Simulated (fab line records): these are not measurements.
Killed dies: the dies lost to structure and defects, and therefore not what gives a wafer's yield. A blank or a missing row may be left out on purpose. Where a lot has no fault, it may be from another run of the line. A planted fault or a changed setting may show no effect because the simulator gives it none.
Comparing a struck lot with a sound one / flow n5Finfet / 36 steps out of a route of 1938
Sound: these wafers, L997.4, L997.5, L997.6. Wafers L107.1, L107.4, L107.6 were the ones struck. The cause comes at the end.
Order at every step that has rows: each side's tool, ch and its chambers, its first start. Under that, the readings that differ: sound wafers / struck wafers / difference of the means / sigmas: that difference in standard deviations of wafers without a fault.
alike: words and numbers the same on both sides, and readings whose means are apart by under 2 such deviations; not compared: readings that were withheld, readings missing a value for some wafer, numbers with overlapping values and no deviation given by the record, and bounds like >300 which may hide the same value.
A row with sigmas, a row that says differs or no value, or rows on one side alone: a step with any of these is where the two part. Numbers that have no deviation but don't overlap get no sigmas and don't part them. Lack of a reading on every wafer of one side parts them only where that side has two or more wafers.

first, 9 steps without rows for these wafers: N5_BEOL_M0_ANNEAL_135 (time 60 s); N5_BEOL_M0_SPUTTER_141 (material Cu, target thk 4 nm, time 7.37 s); N5_BEOL_M0_ECD_118 (material Cu, target thk 300 nm); N5_BEOL_M0_ANNEAL_119 (time 90 s); N5_BEOL_M0_CMP_120 (polishes, stops on SiOC, t overpolish 6.9 s); N5_BEOL_M0_PRE_CLEAN_131 (time 15 s); N5_BEOL_M0_CO_CAP_123 (material Co, precursor CCTBA/H2, target thk 2 nm, time 102.1 s); N5_BEOL_M0_PRE_CLEAN_124 (time 15 s); N5_BEOL_M0_DEP_125 (deposits SiCN from 3MS/NH3, target thk 8 nm, time 14 s).
N5_BEOL_M1_ILD_DEP_00: deposits SiOC from DEMS/O2, target thk 79 nm, time 15.3 s.
  sound on pecvd-03 ch 1,2, day 7 10:38; struck on pecvd-01 ch 1,2, day 10 01:46
  no value came back on the struck wafers for any of 5 readings (chamberPressureTorr (Torr), heaterPowerOuterW (W) and others); on the sound wafers chamberPressureTorr (Torr) reads 5.002 5.003 4.999
then, 24 steps without rows for these wafers: N5_BEOL_M1_PECVD_72 (deposits SiO2 from TEOS/O2, target thk 16 nm, time 18 s); N5_BEOL_M1_HM_DEP_02 (deposits TiN, target thk 20 nm); N5_BEOL_M1_COAT_61 (time 60 s, resist thk 60 nm); N5_BEOL_M1_COAT_62 (time 60 s, resist thk 12 nm); N5_BEOL_M1_COAT_73 (time 60 s, resist thk 5 nm); N5_BEOL_M1_COAT_05 (resist thk 30 nm); N5_BEOL_M1_EBR_07; N5_BEOL_M1_SOFTBAKE_06 (time 60 s); N5_BEOL_M1_EXPOSE_08 (exposes mask M1); N5_BEOL_M1_PEB_09 (peb time 60 s); N5_BEOL_M1_DEVELOP_10 (develop time 30 s); N5_BEOL_M1_DESCUM_16 (chemistry O2, time 7 s); N5_BEOL_M1_ETCH_74 (etches underlayer in N2/H2, target depth 6.5 nm, time 5.2 s); N5_BEOL_M1_ETCH_63 (etches SiARC in CF4, target depth 15.6 nm, time 26 s); N5_BEOL_M1_ETCH_64 (etches SOC in N2/H2, target depth 75 nm, overetch 15 nm, time 112.5 s); N5_BEOL_M1_STRIP_65 (strips in N2/H2); N5_BEOL_M1_STRIP_75 (strips in N2/H2); N5_BEOL_M1_STRIP_66 (strips in CF4); N5_BEOL_M1_HM_OPEN_17 (chemistry Cl2/BCl3, target TiN, target depth 20 nm, overetch 6 nm); N5_BEOL_M1_STRIP_19 (strips in O2); N5_BEOL_M1_COAT_67 (time 60 s, resist thk 60 nm); N5_BEOL_M1_COAT_68 (time 60 s, resist thk 12 nm); N5_BEOL_M1_COAT_76 (time 60 s, resist thk 5 nm); N5_BEOL_M1_COAT_22 (resist thk 30 nm).
N5_BEOL_M1_OCD_MEAS_38:
  sound: ocd-02 at day 7 16:41; struck: ocd-01 at day 10 23:59
reading=trenchDepthNm (nm); sound=53.0 56.7 56.2; struck=- - -; difference=no value on the struck wafers; sigmas=
-- a jump in the record: the struck wafers' starts before and after are 7 days apart (it breaks off in module BEOL_M1 and resumes in module PASSIVATION, where the first step shown is number 1936 of the route) --
N5_PASSIVATION_PROBE_49:
  only the struck wafers here have rows in the record (prober-01, day 18 08:36); the sound ones have none

## WHERE THEY PART
Last at N5_PASSIVATION_PROBE_49 as far as this record goes, first at N5_BEOL_M1_ILD_DEP_00.

WHY: what the simulator had put in
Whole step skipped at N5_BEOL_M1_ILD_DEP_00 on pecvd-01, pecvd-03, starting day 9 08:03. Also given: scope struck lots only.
